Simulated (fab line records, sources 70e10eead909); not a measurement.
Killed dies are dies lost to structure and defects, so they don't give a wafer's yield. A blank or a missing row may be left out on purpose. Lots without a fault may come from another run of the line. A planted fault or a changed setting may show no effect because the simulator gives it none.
Chamber matching | flow nand_harc | NHARC_P_GATE_DEP_103 on pecvd-03: 3 sister chambers
The step deposits SiON, target thk 30 nm. 16 wafers are shown with their chamber, then 8 later ones without.

WAFERS WITH THEIR CHAMBER
wafer  | chamber | heater_power_w (W)
L280.1 | 1       | 719
L280.3 | 2       | 585
L280.6 | 0       | 845
L293.3 | 2       | 712
L293.4 | 0       | 712
L293.5 | 2       | 709
L294.1 | 2       | 681
L294.4 | 1       | 721
L294.6 | 0       | 775
L297.3 | 1       | 630
L297.4 | 1       | 630
L297.5 | 2       | 693
L300.1 | 0       | 695
L300.2 | 1       | 649
L300.3 | 2       | 732
L299.1 | 2       | 660

SIGNATURES (means of the wafers above)
reading        | chamber 0 | chamber 1 | chamber 2 | scatter within a chamber
heater_power_w | 756.75    | 669.80    | 681.71    | 53.1
Rule: a wafer's distance from a chamber is the root of the sum, over the readings, of the square of ((its reading less the chamber's mean) divided by the reading's scatter). The wafer belongs to the nearest chamber; if the next one is less than 2 further off, it can't be placed. The scatter: the root of (the sum of the squares of (reading less its chamber's mean) over the shown wafers, divided by (wafers less chambers)).

WAFERS WITHOUT THEIR CHAMBER
wafer  | heater_power_w (W)
L299.2 | 746
L299.5 | 754
L301.2 | 767
L301.5 | 693
L301.6 | 691
L303.1 | 607
L303.5 | 639
L303.6 | 766

WHICH CHAMBER EACH WENT THROUGH
wafer  | from the rows above          | in truth
L299.2 | can't be placed: 0 or 2 or 1 | 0
L299.5 | can't be placed: 0 or 2 or 1 | 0
L301.2 | can't be placed: 0 or 2 or 1 | 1
L301.5 | can't be placed: 2 or 1 or 0 | 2
L301.6 | can't be placed: 2 or 1 or 0 | 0
L303.1 | can't be placed: 1 or 2 or 0 | 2
L303.5 | can't be placed: 1 or 2 or 0 | 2
L303.6 | can't be placed: 0 or 2 or 1 | 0
Placed correctly: 0 of 8. Can't be placed from these rows: 8 (the true chamber is among the candidates in 8). Placed wrongly: 0.
